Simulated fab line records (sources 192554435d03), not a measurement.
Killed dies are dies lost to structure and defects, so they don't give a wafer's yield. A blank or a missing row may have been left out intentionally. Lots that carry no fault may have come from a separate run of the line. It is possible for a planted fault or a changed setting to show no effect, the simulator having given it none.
Matching of chambers + flow n5Finfet + N5_BEOL_M7_STRIP_19 on rieDiel-01: 4 sister chambers
The step strips in O2. 16 wafers are shown with their chamber, then 8 later ones without.

EACH WAFER AND ITS CHAMBER
| wafer  | chamber | drypumpMotorCurrentA (A) | showerheadPlenumPTorr (Torr) | throttleValvePct (%) |
|--------|---------|--------------------------|------------------------------|----------------------|
| L075.1 | 3       | 5.9                      | 2.02                         | 16.91                |
| L075.3 | 2       | 6.0                      | 2.10                         | 16.54                |
| L075.5 | 3       | 5.9                      | 2.02                         | 16.91                |
| L079.1 | 0       | 5.2                      | 2.09                         | 16.96                |
| L079.2 | 2       | 6.0                      | 2.09                         | 16.56                |
| L079.5 | 0       | 5.2                      | 2.09                         | 16.98                |
| L084.3 | 1       | 4.8                      | 2.15                         | 16.65                |
| L084.4 | 3       | 5.9                      | 2.01                         | 16.95                |
| L084.6 | 2       | 6.0                      | 2.09                         | 16.58                |
| L088.1 | 3       | 5.9                      | 2.01                         | 16.96                |
| L088.3 | 0       | 5.2                      | 2.09                         | 17.00                |
| L088.4 | 2       | 6.0                      | 2.09                         | 16.61                |
| L086.1 | 3       | 5.9                      | 2.01                         | 16.95                |
| L086.3 | 2       | 6.0                      | 2.09                         | 16.60                |
| L086.4 | 1       | 4.9                      | 2.14                         | 16.66                |
| L093.2 | 0       | 5.2                      | 2.09                         | 17.00                |

SIGNATURES (means of the wafers above)
| reading               | chamber 0 | chamber 1 | chamber 2 | chamber 3 | scatter within a chamber |
|-----------------------|-----------|-----------|-----------|-----------|--------------------------|
| drypumpMotorCurrentA  | 5.200     | 4.850     | 6.000     | 5.900     | 0.0204                   |
| showerheadPlenumPTorr | 2.0900    | 2.1450    | 2.0920    | 2.0140    | 0.00456                  |
| throttleValvePct      | 16.9850   | 16.6550   | 16.5780   | 16.9360   | 0.0237                   |
Rule: a wafer lies at a distance from a chamber equal to the root of the sum of squares, over the readings, of (its reading less the chamber's mean, divided by the reading's scatter). If the next closest chamber is less than 2 further off than the closest, the wafer can't be placed; otherwise it belongs to the closest. The scatter: take each reading less its chamber's mean, square it, sum over the shown wafers, divide by the number of wafers less the number of chambers, and take the root.

WAFERS WITH NO CHAMBER GIVEN
| wafer  | drypumpMotorCurrentA (A) | showerheadPlenumPTorr (Torr) | throttleValvePct (%) |
|--------|--------------------------|------------------------------|----------------------|
| L093.4 | 5.9                      | 2.01                         | 16.96                |
| L093.6 | 5.2                      | 2.09                         | 17.01                |
| L097.1 | 4.8                      | 2.14                         | 16.68                |
| L097.3 | 5.9                      | 2.00                         | 16.98                |
| L097.6 | 5.2                      | 2.08                         | 17.05                |
| L096.1 | 5.9                      | 2.00                         | 16.97                |
| L096.4 | 5.2                      | 2.08                         | 17.03                |
| L096.5 | 5.9                      | 2.00                         | 16.98                |

WHICH CHAMBER EACH ONE RAN IN
| wafer  | from the rows above | in truth |
|--------|---------------------|----------|
| L093.4 | 3                   | 3        |
| L093.6 | 0                   | 0        |
| L097.1 | 1                   | 1        |
| L097.3 | 3                   | 3        |
| L097.6 | 0                   | 0        |
| L096.1 | 3                   | 3        |
| L096.4 | 0                   | 0        |
| L096.5 | 3                   | 3        |
Correctly placed: 8 of 8. From these rows, 0 cannot be placed. Number placed wrongly: 0.
